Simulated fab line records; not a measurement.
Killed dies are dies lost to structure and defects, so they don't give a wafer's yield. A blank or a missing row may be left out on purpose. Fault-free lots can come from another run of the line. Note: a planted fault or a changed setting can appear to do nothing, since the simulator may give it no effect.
fab line records	flow n5_finfet
[record] lots = 9	wafers = 27	last_day = 19
route steps=1938 shown BEOL_M0_SAQP@664 BEOL_M4@1111 PASSIVATION@1936
lots that met no fault: taken from a fault-free run of the same line
start_h: hours from the record's first day to the start of the lot's first wafer shown	wait_h: hours from the lot's prior step to this one	" as in the row above	L1.1+2: several wafers, shown together as one row	- value missing, or start not given	* or withheld: withheld	< > ~ a bound
route shown NAME@n: NAME is a module with steps in the file, n the number in the route of the first one	usual: average and standard deviation across the fault-free wafers	same: alike in all rows	chamber/n: place in a boat	sites: per-site readings	_std_site: how widely they spread, as a standard deviation	_edge_site: outer sites' mean less inner sites'	radius_mm: how far each site lies from the wafer's centre	mask NAME#n: copy n	behind: tool/chamber where the wafer was last shaped	hold: reason for holding the lot/hours on hold/outcome of the hold	device: names the non-switching transistor (n, p or np)	end of line: the same wafers' tests at the end of the route	for a step that has no rows: nothing shown but its recipe	killed: at the first sort, the dies lost to defects and structure; wafer yield is something else	map: a wafer's dies, x killed, . not, _ none there
set.NAME: the run value of the setting; set.NAME@STEP: its run value at that earlier step	model.NAME: the simulator's own value behind a step, which no gauge read
a sample of lots followed through the steps of the route, with each step as a table and each wafer as a row
services: the hour from which a tool's chamber was out of use, counted from the record's first day as start_h (under 0 if before that day), plus the number of hours and why
[[steps]]
[step N5_BEOL_M0_SAQP_SPACER1_ETCHBACK_99]
[recipe] chemistry = CHF3/O2	mode = anisotropic_etchback	target = SiO2	target_depth_a = 154	time_s = 7.7	pressure_mtorr = 30	source_w = 650	bias_w = 170	Ar_flow_sccm = 200	CHF3_flow_sccm = 50	O2_flow_sccm = 5	ion_energy_ev = 200
[usual] drypump_motor_current_A = 5.5/0.37	oes_product_au = 0.76/0.077	rf_vpp_V = 527/10	showerhead_plenum_p_Torr = 2.37/0.067	throttle_valve_pct = 18.91/0.23
lot.wafer	tool	chamber	start_h	wait_h	drypump_motor_current_A	oes_product_au	rf_hours_counter_h	rf_vpp_V	showerhead_plenum_p_Torr	throttle_valve_pct
L331.1	rie_diel-06	3	128.58	0.3	5.4	0.75	155	530	2.32	19.22
L331.4	"	0	"	"	4.9	0.91	9	535	2.37	18.58
L331.6	"	0	"	"	4.9	0.91	-	534	2.37	18.59
L335.2	rie_diel-06	0	134.72	0.3	4.9	0.91	12	534	2.36	18.58
L335.3	"	1	"	"	5.7	0.75	186	526	2.32	18.89
L335.6	"	3	"	"	5.4	0.76	-	528	2.31	19.21
L334.4	rie_diel-06	2	135.20	0.3	5.2	0.72	202	534	2.49	18.95
L334.5	"	2	"	"	5.2	0.72	-	534	2.49	18.95
L334.6	"	1	"	"	5.7	0.76	-	526	2.32	18.89
L337.2	rie_diel-04	1	147.10	0.3	6.3	0.70	217	512	2.31	19.11
L337.4	"	2	"	"	5.3	0.74	151	535	2.52	18.99
L337.5	"	0	"	"	5.8	0.98	-	508	2.38	18.57
L336.1	rie_diel-06	2	148.27	0.3	5.2	0.71	208	535	2.49	18.96
L336.4	"	3	"	"	5.4	0.74	165	529	2.31	19.21
L336.6	"	3	"	"	5.4	0.74	-	529	2.31	19.24
L344.1	rie_diel-06	2	185.39	0.3	5.2	0.71	219	533	2.48	18.97
L344.2	"	0	"	"	4.9	0.87	30	536	2.36	18.61
L344.5	"	2	"	"	5.2	0.71	-	533	2.48	18.98
L345.2	rie_diel-06	3	198.86	0.3	5.4	0.73	179	528	2.31	19.24
L345.3	"	1	"	"	5.7	0.73	206	525	2.31	18.93
L345.6	"	0	"	"	4.9	0.86	-	535	2.36	18.63
L352.2	rie_diel-06	2	234.75	0.3	5.3	0.70	223	535	2.48	18.98
L352.5	"	3	"	"	5.4	0.73	-	530	2.30	19.28
L352.6	"	0	"	"	4.9	0.86	-	534	2.35	18.64
L354.1	rie_diel-06	1	246.30	0.3	5.6	0.72	214	525	2.31	18.92
L354.5	"	3	"	"	5.3	0.72	-	529	2.30	19.26
L354.6	"	0	"	"	4.9	0.84	-	535	2.35	18.63
[step N5_BEOL_M0_SAQP_ETCH_101]
[recipe] chemistry = CH3F/O2	target = SiNx	mask_material = SiO2	target_depth_a = 299	time_s = 42.7	pressure_mtorr = 30	source_w = 395	bias_w = 73	Ar_flow_sccm = 150	CH3F_flow_sccm = 30	O2_flow_sccm = 20	ion_energy_ev = 120
[usual] CH3F_flow_sccm = 30.00/0.093	O2_flow_sccm = 20.00/0.056	drypump_motor_current_A = 5.6/0.32	oes_product_au = 0.75/0.083	rf_vpp_V = 298/7.1	showerhead_plenum_p_Torr = 1.97/0.055	throttle_valve_pct = 16.39/0.22
lot.wafer	tool	chamber	start_h	wait_h	CH3F_flow_sccm	O2_flow_sccm	drypump_motor_current_A	oes_product_au	rf_hours_counter_h	rf_vpp_V	showerhead_plenum_p_Torr	throttle_valve_pct
L331.1	rie_diel-02	0	128.81	0.0	30.06	19.96	5.4	0.70	235	301	2.05	16.58
L331.4	"	1	"	"	30.01	19.92	6.0	0.72	164	298	1.91	16.06
L331.6	"	3	"	"	29.90	19.98	5.7	0.72	-	286	1.97	16.54
L335.2	rie_diel-02	3	135.15	0.2	29.96	20.02	5.7	0.73	203	290	1.97	16.54
L335.3	"	1	"	"	30.09	20.09	6.0	0.72	167	298	1.91	16.08
L335.6	"	2	"	"	29.91	20.17	5.5	0.73	-	309	1.98	16.33
L334.4	rie_diel-02	1	136.01	0.6	30.05	20.06	6.0	0.72	168	298	1.91	16.08
L334.5	"	0	"	"	30.03	19.97	5.4	0.70	-	301	2.05	16.57
L334.6	"	1	"	"	29.96	20.04	6.0	0.72	-	298	1.91	16.08
L337.2	rie_diel-04	3	147.34	0.0	29.91	20.05	5.6	0.70	225	292	1.96	16.50
L337.4	"	0	"	"	30.07	19.90	5.8	0.98	4	289	1.98	16.05
L337.5	"	1	"	"	29.87	19.97	6.3	0.70	-	290	1.91	16.58
L336.1	rie_diel-02	3	148.51	0.0	29.99	19.99	5.7	0.72	209	287	1.97	16.55
L336.4	"	0	"	"	30.13	19.92	5.4	0.69	244	301	2.04	16.57
L336.6	"	3	"	"	29.90	20.03	5.7	0.71	-	287	1.96	16.57
L344.1	rie_diel-02	2	185.63	0.0	30.07	19.96	5.5	0.71	234	309	1.97	16.38
L344.2	"	3	"	"	30.11	20.07	5.7	0.71	222	286	1.96	16.58
L344.5	"	0	"	"	30.03	20.14	5.4	0.98	-	300	2.04	16.14
L345.2	rie_diel-04	3	199.10	0.0	30.00	19.98	5.7	0.68	234	292	1.96	16.51
L345.3	"	0	"	"	30.04	20.09	5.8	0.94	20	289	1.97	16.08
L345.6	"	3	"	"	29.98	19.97	5.7	0.68	-	292	1.96	16.51
L352.2	rie_diel-06	3	234.99	0.0	30.16	20.06	5.4	0.73	185	300	1.91	16.73
L352.5	"	2	"	"	29.89	19.94	5.2	0.71	-	305	2.06	16.46
L352.6	"	3	"	"	30.01	20.05	5.3	0.73	-	299	1.91	16.76
L354.1	rie_diel-04	3	246.54	0.0	30.25	20.01	5.6	0.67	245	293	1.95	16.52
L354.5	"	3	"	"	29.98	19.98	5.6	0.67	-	290	1.95	16.52
L354.6	"	0	"	"	29.96	19.94	5.8	0.90	-	287	1.97	16.10
[step N5_BEOL_M0_SAQP_CD_MEAS_29]
[recipe] target_cd_nm = 14.4	landing_energy_ev = 1000	detector = se_inlens
[usual] cd_nm = 14.98/0.21
lot.wafer	tool	chamber	start_h	wait_h	cd_nm
L331.1	cd_sem-03	0	130.70	0.1	15.12
L331.4	"	0	"	"	15.10
L331.6	"	0	"	"	14.75
L335.2	cd_sem-01	0	137.16	0.1	15.12
L335.3	"	0	"	"	14.97
L335.6	"	0	"	"	14.91
L334.4	cd_sem-01	0	137.98	0.1	15.02
L334.5	"	0	"	"	15.14
L334.6	"	0	"	"	15.04
L337.2	cd_sem-03	0	149.18	0.1	14.88
L337.4	"	0	"	"	15.18
L337.5	"	0	"	"	15.24
L336.1	cd_sem-02	0	150.25	0.1	14.82
L336.4	"	0	"	"	15.38
L336.6	"	0	"	"	14.93
L344.1	cd_sem-03	0	189.13	0.1	14.89
L344.2	"	0	"	"	15.02
L344.5	"	0	"	"	14.52
L345.2	cd_sem-03	0	200.82	0.1	14.95
L345.3	"	0	"	"	15.24
L345.6	"	0	"	"	15.29
L352.2	cd_sem-02	0	236.80	0.1	15.24
L352.5	"	0	"	"	14.99
L352.6	"	0	"	"	14.97
L354.1	cd_sem-02	0	249.08	0.1	15.20
L354.5	"	0	"	"	15.04
L354.6	"	0	"	"	14.88
[step N5_BEOL_M0_SAQP_CUT_ETCH_46]
[recipe] chemistry = N2/H2	target = SOC	target_depth_a = 1350	overetch_a = 270	temp_c = 40	time_s = 202.5	ion_energy_ev = 200	mask_material = SiARC	pressure_mtorr = 30	source_w = 840	bias_w = 150	n2_flow_sccm = 200	h2_flow_sccm = 200
[usual] bias_w = 150.1/0.41	chamber_pressure_mTorr = 30.001/0.026	drypump_motor_current_A = 5.6/0.37	rf_vpp_V = 522.7/2.3	showerhead_plenum_p_Torr = 2.51/0.08	throttle_valve_pct = 17.86/0.24
lot.wafer	tool	chamber	start_h	wait_h	bias_w	chamber_pressure_mTorr	drypump_motor_current_A	rf_hours_counter_h	rf_vpp_V	showerhead_plenum_p_Torr	throttle_valve_pct
L331.1	rie_diel-02	1	132.28	0.0	150.5	29.998	6.0	166	520.9	2.44	17.60
L331.4	"	2	"	"	150.5	29.988	5.5	213	523.6	2.52	17.72
L331.6	"	1	"	"	150.6	29.986	6.0	-	521.4	2.44	17.61
L335.2	rie_diel-02	0	139.64	0.0	149.5	30.011	5.4	240	523.9	2.60	18.02
L335.3	"	3	"	"	150.2	29.979	5.7	205	524.5	2.51	18.12
L335.6	"	1	"	"	149.6	30.007	6.0	-	520.4	2.44	17.60
L334.4	rie_diel-02	0	140.34	0.0	-	-	-	-	-	-	-
L334.5	"	2	"	"	-	-	-	-	-	-	-
L334.6	"	3	"	"	-	-	-	-	-	-	-
L337.2	rie_diel-04	3	149.70	0.0	-	-	-	-	-	-	-
L337.4	"	1	"	"	-	-	-	-	-	-	-
L337.5	"	3	"	"	-	-	-	-	-	-	-
L336.1	rie_diel-02	0	150.78	0.0	-	-	-	-	-	-	-
L336.4	"	2	"	"	-	-	-	-	-	-	-
L336.6	"	3	"	"	-	-	-	-	-	-	-
L344.1	rie_diel-02	0	189.64	0.0	150.1	29.985	5.4	3	524.6	2.59	17.60
L344.2	"	1	"	"	150.4	29.995	6.0	185	520.7	2.43	17.61
L344.5	"	3	"	"	150.1	29.951	5.7	-	523.9	2.51	18.15
L345.2	rie_diel-04	0	201.33	0.0	150.3	29.989	5.8	20	521.6	2.50	17.55
L345.3	"	3	"	"	150.3	30.021	5.6	235	523.2	2.51	18.06
L345.6	"	1	"	"	150.2	30.043	6.3	-	521.2	2.41	18.14
L352.2	rie_diel-02	0	237.36	0.0	150.1	29.970	5.4	18	525.0	2.58	17.63
L352.5	"	1	"	"	150.2	29.970	6.1	-	521.0	2.42	17.64
L352.6	"	0	"	"	150.5	29.997	5.4	-	524.9	2.58	17.64
L354.1	rie_diel-02	1	249.59	0.0	150.7	29.988	6.0	203	521.0	2.42	17.65
L354.5	"	3	"	"	150.3	30.026	5.7	-	522.0	2.50	18.18
L354.6	"	0	"	"	150.4	30.022	5.4	-	525.3	2.58	17.62
[step N5_BEOL_M4_RC_MEAS_101]
[usual] DIBL_N = 36.0/1.7	DIBL_P = 36.2/1.9	IOFF_N = 0.154/0.028	IOFF_P = 0.21/0.036	ION_N = 675/11	ION_P = 463/8.3	SS_N = 71.4/0.63	SS_P = 73.2/0.55	VT_N = 250.2/3	VT_P = -251/3.7
lot.wafer	tool	chamber	start_h	wait_h	DIBL_N[mV/V]	DIBL_P[mV/V]	IOFF_N[nA/um]	IOFF_P[nA/um]	ION_N[uA/um]	ION_P[uA/um]	SS_N[mV/dec]	SS_P[mV/dec]	VT_N[mV]	VT_P[mV]
L331.1	prober-02	0	192.80	0.0	37.5	37.4	0.178	0.29	673	469	71.7	73.6	248.0	-242
L331.4	"	0	"	"	34.2	33.4	0.133	0.23	672	475	70.0	73.3	251.1	-245
L331.6	"	0	"	"	36.4	35.8	0.157	0.26	666	468	71.2	73.5	253.0	-243
L335.2	prober-02	0	239.69	0.2	37.7	38.6	0.180	0.23	685	477	71.5	73.7	249.5	-247
L335.3	"	0	"	"	38.0	38.8	0.185	0.23	679	467	72.4	73.4	246.9	-248
L335.6	"	0	"	"	34.4	34.9	0.128	0.17	671	462	71.1	72.3	252.7	-250
L344.1	prober-02	0	296.73	0.0	33.4	33.4	0.116	0.18	651	457	70.2	72.5	254.3	-250
L344.2	"	0	"	"	36.1	36.3	0.161	0.22	667	461	71.7	73.4	250.3	-248
L344.5	"	0	"	"	36.1	36.0	0.152	0.21	667	459	72.3	72.6	252.9	-251
L345.2	prober-01	0	334.07	0.2	34.4	35.3	0.136	0.18	673	459	71.2	72.1	250.9	-252
L345.3	"	0	"	"	36.4	36.9	0.170	0.21	685	470	71.1	73.6	245.4	-248
L345.6	"	0	"	"	36.0	36.5	0.150	0.20	678	466	71.1	72.4	247.7	-248
L352.2	prober-02	0	342.68	0.2	37.4	39.0	0.203	0.29	690	476	71.6	74.1	243.0	-243
L352.5	"	0	"	"	37.1	37.7	0.182	0.27	676	471	71.2	73.0	246.8	-244
L352.6	"	0	"	"	34.3	34.6	0.134	0.21	668	466	70.7	72.8	252.2	-243
L354.1	prober-02	0	347.04	0.0	36.1	36.9	0.145	0.21	660	455	71.4	73.0	253.2	-253
L354.5	"	0	"	"	35.9	34.8	0.148	0.19	662	456	71.4	72.7	252.0	-252
L354.6	"	0	"	"	37.9	39.6	0.192	0.25	697	471	72.3	73.9	247.7	-249
[step N5_PASSIVATION_PROBE_49]
[usual] defect_limited_yield = 90.9/1.4	killed_at_M0_to_M3 = 38/11	killed_at_M4_up = 13/5.9	killed_at_contacts = 14/6.4	killed_at_front_end = 38/11	killed_at_other = 3.3/2.5	killed_dies = 107/16	killed_on_rim = 14/3.6	killed_open = 70/12	killed_short = 35/7.7	sort_bin_5_function = 5.3/0.94	sort_bin_6_memory = 3.5/0.7	sort_n_pass = 1073/16	sort_yield_pct = 90.9/1.4
[same] gross_dies = 1180	killed_at_back_side = 0	sort_bin_4_leakage[%] = 0	sort_bin_8_speed[%] = 0
lot.wafer	tool	chamber	start_h	wait_h	defect_limited_yield[%]	killed_at_M0_to_M3	killed_at_M4_up	killed_at_contacts	killed_at_front_end	killed_at_other	killed_dies	killed_on_rim	killed_open	killed_short	sort_bin_5_function[%]	sort_bin_6_memory[%]	sort_n_pass	sort_yield_pct[%]
L331.1	prober-01	-	290.92	0.0	91.5	38	8	17	36	1	100	10	65	35	5.0	3.3	1080	91.5
L331.4	prober-01	-	291.07	0.2	90.8	41	5	24	37	1	108	14	79	27	6.3	2.6	1072	90.8
L331.6	prober-01	-	291.17	0.3	90.8	46	18	13	29	2	108	16	64	44	4.8	3.9	1072	90.8
L334.4	prober-01	-	349.81	0.2	0	1095	9	29	44	3	1180	152	72	42	95.4	4.2	0	0
L334.5	prober-01	-	349.86	0.2	0	1075	8	27	68	2	1180	152	91	44	95.0	4.8	0	0
L334.6	prober-01	-	349.91	0.3	0	1061	20	27	71	1	1180	152	94	58	95.1	4.3	0	0
L337.2	prober-02	-	371.81	0.1	0	1117	12	18	24	9	1180	152	74	27	96.2	3.6	0	0
L337.4	prober-02	-	371.91	0.2	0	1103	16	18	38	5	1180	152	77	43	95.7	4.1	0	0
L337.5	prober-02	-	371.96	0.2	0	1109	16	11	35	9	1180	152	67	36	97.4	2.1	0	0
L336.1	prober-01	-	372.04	0.0	0	1102	12	10	54	2	1180	152	75	47	95.5	3.7	0	0
L336.4	prober-01	-	372.19	0.2	0	1133	12	9	25	1	1180	152	60	18	96.9	2.8	0	0
L336.6	prober-01	-	372.29	0.3	0	1117	21	5	32	5	1180	152	65	31	97.0	2.8	0	0
L344.1	prober-02	-	414.64	0.0	93.0	28	7	10	37	1	83	12	57	26	4.7	2.1	1097	93.0
L344.2	prober-02	-	414.69	0.1	89.4	24	16	23	61	1	125	14	95	26	5.6	4.7	1055	89.4
L344.5	prober-02	-	414.84	0.2	91.8	24	10	12	49	2	97	9	59	38	4.6	3.6	1083	91.8
L345.2	prober-02	-	449.86	0.1	91.0	54	12	12	26	2	106	13	74	31	4.5	4.2	1074	91.0
L345.3	prober-02	-	449.91	0.1	89.9	58	8	13	39	1	119	19	87	32	6.0	3.8	1061	89.9
L345.6	prober-02	-	450.06	0.3	90.0	42	10	23	42	1	118	19	68	50	6.2	3.4	1062	90.0
// killed by level:class
L331.1 MOL_CONTACT_COAG:geometric_particle:open=16 BEOL_M3:geometric_particle:open=10 BEOL_M0_SAQP:geometric_particle:short=9 GATE_CUT:geometric_particle:short=7 BEOL_M0_SAQP:geometric_particle:open=7 DUMMY_GATE:geometric_particle:open=6 FIN_SAQP:geometric_particle:open=4 BEOL_M1:geometric_particle:open=4
L331.4 MOL_CONTACT_COAG:geometric_particle:open=21 BEOL_M0_SAQP:geometric_particle:open=17 FIN_SAQP:geometric_particle:open=13 BEOL_M0_SAQP:geometric_particle:short=9 GATE_CUT:geometric_particle:short=5 BEOL_M1:geometric_particle:open=4 BEOL_M2:geometric_particle:short=4 STARTING-WAFER:geometric_particle:open=4
L331.6 BEOL_M0_SAQP:geometric_particle:short=12 BEOL_M0_SAQP:geometric_particle:open=11 BEOL_M3:geometric_particle:open=9 BEOL_M4:geometric_particle:open=9 FIN_SAQP:geometric_particle:open=8 MOL_CONTACT_COAG:geometric_particle:open=8 FIN_SAQP:geometric_particle:short=7 MOL_CONTACT_COAG:geometric_particle:short=5
L334.4 BEOL_M0_SAQP:area_etch=1065 MOL_CONTACT_COAG:geometric_particle:open=21 FIN_SAQP:geometric_particle:short=11 FIN_SAQP:geometric_particle:open=9 MOL_CONTACT_COAG:geometric_particle:short=8 GATE_CUT:geometric_particle:short=6 BEOL_M1:geometric_particle:open=5 BEOL_M1:geometric_particle:short=5
L334.5 BEOL_M0_SAQP:area_etch=1045 FIN_SAQP:geometric_particle:open=25 MOL_CONTACT_COAG:geometric_particle:open=21 FIN_SAQP:geometric_particle:short=18 BEOL_M0_SAQP:geometric_particle:short=12 STI_FIN_REVEAL:geometric_particle:open=10 BEOL_M0_SAQP:geometric_particle:open=7 MOL_CONTACT_COAG:geometric_particle:short=6
L334.6 BEOL_M0_SAQP:area_etch=1027 FIN_SAQP:geometric_particle:short=27 FIN_SAQP:geometric_particle:open=23 MOL_CONTACT_COAG:geometric_particle:open=21 BEOL_M1:geometric_particle:open=10 BEOL_M0_SAQP:geometric_particle:short=10 STI_FIN_REVEAL:geometric_particle:open=9 MOL_CONTACT_COAG:geometric_particle:short=6
L337.2 BEOL_M0_SAQP:area_etch=1079 BEOL_M3:geometric_particle:open=14 MOL_CONTACT_COAG:geometric_particle:open=13 FIN_SAQP:geometric_particle:open=8 BEOL_M2:geometric_particle:open=7 MOL_CONTACT_COAG:geometric_particle:short=5 BEOL_M0_SAQP:geometric_particle:open=5 BEOL_M1:geometric_particle:open=5
L337.4 BEOL_M0_SAQP:area_etch=1058 MOL_CONTACT_COAG:geometric_particle:open=13 BEOL_M0_SAQP:geometric_particle:short=13 BEOL_M4:geometric_particle:open=12 FIN_SAQP:geometric_particle:short=9 BEOL_M3:geometric_particle:open=9 BEOL_M1:geometric_particle:open=8 BEOL_M2:geometric_particle:open=7
L337.5 BEOL_M0_SAQP:area_etch=1075 BEOL_M2:geometric_particle:open=10 BEOL_M3:geometric_particle:open=9 STI_FIN_REVEAL:geometric_particle:open=8 MOL_CONTACT_COAG:geometric_particle:open=8 BEOL_M4:geometric_particle:open=8 FIN_SAQP:geometric_particle:open=6 PASS1_CAP:geometric_particle:short=6
L336.1 BEOL_M0_SAQP:area_etch=1058 FIN_SAQP:geometric_particle:open=19 BEOL_M0_SAQP:geometric_particle:short=14 BEOL_M3:geometric_particle:open=14 FIN_SAQP:geometric_particle:short=11 STI_FIN_REVEAL:geometric_particle:open=9 BEOL_M0_SAQP:geometric_particle:open=7 BEOL_M2:geometric_particle:open=6
L336.4 BEOL_M0_SAQP:area_etch=1100 MOL_CONTACT_COAG:geometric_particle:open=9 BEOL_M2:geometric_particle:open=8 BEOL_M3:geometric_particle:open=7 BEOL_M0_SAQP:geometric_particle:open=6 BEOL_M4:geometric_particle:open=6 STI_FIN_REVEAL:geometric_particle:open=5 BEOL_M0_SAQP:geometric_particle:short=5
L336.6 BEOL_M0_SAQP:area_etch=1080 BEOL_M0:geometric_particle:open=9 STI_FIN_REVEAL:geometric_particle:open=8 BEOL_M4:geometric_particle:open=8 FIN_SAQP:geometric_particle:short=7 BEOL_M0_SAQP:geometric_particle:open=7 BEOL_M3:geometric_particle:open=6 FIN_SAQP:geometric_particle:open=5
L344.1 BEOL_M0_SAQP:geometric_particle:open=10 STI_FIN_REVEAL:geometric_particle:open=9 FIN_SAQP:geometric_particle:short=7 BEOL_M0_SAQP:geometric_particle:short=7 MOL_CONTACT_COAG:geometric_particle:open=7 GATE_CUT:geometric_particle:open=6 BEOL_M1:geometric_particle:open=5 FIN_SAQP:geometric_particle:open=4
L344.2 MOL_CONTACT_COAG:geometric_particle:open=21 STI_FIN_REVEAL:geometric_particle:open=18 FIN_SAQP:geometric_particle:open=9 DUMMY_GATE:geometric_particle:open=9 FIN_SAQP:geometric_particle:short=6 BEOL_M0_SAQP:geometric_particle:open=5 BEOL_M3:geometric_particle:open=5 BEOL_M0_SAQP:geometric_particle:short=4
L344.5 STI_FIN_REVEAL:geometric_particle:open=12 FIN_SAQP:geometric_particle:short=10 MOL_CONTACT_COAG:geometric_particle:open=8 BEOL_M2:geometric_particle:open=7 GATE_CUT:geometric_particle:short=6 BEOL_M5:geometric_particle:open=6 FIN_SAQP:geometric_particle:open=5 BEOL_M0_SAQP:geometric_particle:open=4
L345.2 BEOL_M2:geometric_particle:open=15 MOL_CONTACT_COAG:geometric_particle:open=9 BEOL_M0_SAQP:geometric_particle:open=8 BEOL_M0_SAQP:geometric_particle:short=7 BEOL_M2:geometric_particle:short=6 BEOL_M3:geometric_particle:open=6 STI_FIN_REVEAL:geometric_particle:open=5 BEOL_M1:geometric_particle:open=5
L345.3 BEOL_M2:geometric_particle:open=25 MOL_CONTACT_COAG:geometric_particle:open=11 BEOL_M0_SAQP:geometric_particle:open=9 BEOL_M2:geometric_particle:short=8 BEOL_M3:geometric_particle:open=7 FIN_SAQP:geometric_particle:open=6 DUMMY_GATE:geometric_particle:open=6 DUMMY_GATE:geometric_particle:short=5
L345.6 MOL_CONTACT_COAG:geometric_particle:open=14 FIN_SAQP:geometric_particle:short=12 BEOL_M0_SAQP:geometric_particle:short=12 MOL_CONTACT_COAG:geometric_particle:short=9 BEOL_M2:geometric_particle:open=8 FIN_SAQP:geometric_particle:open=6 BEOL_M3:geometric_particle:open=6 STI_FIN_REVEAL:geometric_particle:open=5
[[services]]
tool	chamber	start_h	hours	kind
rie_diel-06	0	104.78	5.5	repair
rie_diel-04	-	116.06	28.1	pm
rie_diel-02	1	154.13	5.4	repair
rie_diel-02	0	165.92	-	clean
rie_diel-02	0	165.92	-	consumable_replace:focus_ring
rie_diel-02	0	165.92	16.7	scheduled_down
rie_diel-02	0	165.92	16.7	vent_cycle
rie_diel-04	3	167.41	8.7	repair
rie_diel-02	-	179.40	1.0	repair
rie_diel-06	2	189.08	10.0	repair
rie_diel-06	2	226.76	7.4	repair
rie_diel-02	2	234.77	-	clean
rie_diel-02	2	234.77	-	consumable_replace:focus_ring
rie_diel-02	2	234.77	18.5	scheduled_down
rie_diel-02	2	234.77	18.5	vent_cycle
rie_diel-04	3	236.60	5.9	repair
[[key]]
[first_sign] step = N5_BEOL_M0_SAQP_CUT_ETCH_46	reading = tool_record	direction = missing
[effect] step = N5_PASSIVATION_PROBE_49	reading = sort_bin_5_function	direction = up	sigmas = 96	usual = 5.3	struck = 96.0
[more_kills_born_at] N5_BEOL_M0_SAQP_CUT_ETCH_46@rie_diel-02 = 6375	N5_BEOL_M0_SAQP_CUT_ETCH_46@rie_diel-04 = 3212
met_at N5_BEOL_M0_SAQP_CUT_ETCH_46
struck_lots L334,L336,L337
later_rows_left_out L334.4,L334.5,L334.6,L336.1,L336.4,L336.6,L337.2,L337.4,L337.5
not_acting_at N5_BEOL_M0_SAQP_SPACER1_ETCHBACK_99,N5_BEOL_M0_SAQP_ETCH_101,N5_BEOL_M0_SAQP_CD_MEAS_29
onset_between 139.64 140.34
[fault] kind = skipped_step_whole	tool = rie_diel-02,rie_diel-04	chamber = -	onset_h = 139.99	steps = N5_BEOL_M0_SAQP_CUT_ETCH_46	scope = struck_lots_only
// later_rows_left_out: the simulator's readings of these wafers behind a module that went badly wrong aren't trusted and aren't shown, but for the sort
